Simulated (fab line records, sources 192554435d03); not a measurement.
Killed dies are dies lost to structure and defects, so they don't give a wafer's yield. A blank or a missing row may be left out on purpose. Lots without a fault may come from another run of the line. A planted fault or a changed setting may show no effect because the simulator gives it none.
Chamber matching | flow n5_finfet | N5_FIN_CUT_STRIP_22 on rie_diel-03: 4 sister chambers
The step strips in N2/H2. 8 wafers are shown with their chamber, then 8 later ones without.

WAFERS WITH THEIR CHAMBER
wafer  | chamber | showerhead_plenum_p_Torr (Torr) | throttle_valve_pct (%)
L080.4 | 2       | 3.44                            | 18.9
L080.5 | 3       | 3.27                            | 18.3
L082.3 | 3       | 3.27                            | 18.3
L082.6 | 0       | 3.30                            | 18.8
L086.3 | 2       | 3.43                            | 18.9
L086.5 | 0       | 3.30                            | 18.9
L086.6 | 1       | 3.47                            | 18.8
L089.4 | 1       | 3.47                            | 18.8

WAFERS WITHOUT THEIR CHAMBER
wafer  | showerhead_plenum_p_Torr (Torr) | throttle_valve_pct (%)
L089.5 | 3.43                            | 19.0
L089.6 | 3.47                            | 18.9
L090.3 | 3.43                            | 19.0
L090.5 | 3.26                            | 18.4
L090.6 | 3.43                            | 19.0
L093.1 | 3.42                            | 19.0
L093.4 | 3.26                            | 18.4
L093.5 | 3.29                            | 18.9

WHICH CHAMBER EACH WENT THROUGH
wafer  | from the rows above | in truth
L089.5 | 2                   | 2
L089.6 | 1                   | 1
L090.3 | 2                   | 2
L090.5 | 3                   | 3
L090.6 | 2                   | 2
L093.1 | 2                   | 2
L093.4 | 3                   | 3
L093.5 | 0                   | 0
Placed correctly: 8 of 8. Can't be placed from these rows: 0. Placed wrongly: 0.
How it was worked out, from the rows above alone: a wafer's distance from a chamber is the root of the sum, over the readings, of the square of ((its reading less the chamber's mean) divided by the reading's scatter). The wafer belongs to the nearest chamber; if the next one is less than 2 further off, it can't be placed. A chamber's mean is the mean of its shown wafers. The scatter: the root of (the sum of the squares of (reading less its chamber's mean) over the shown wafers, divided by (wafers less chambers)).
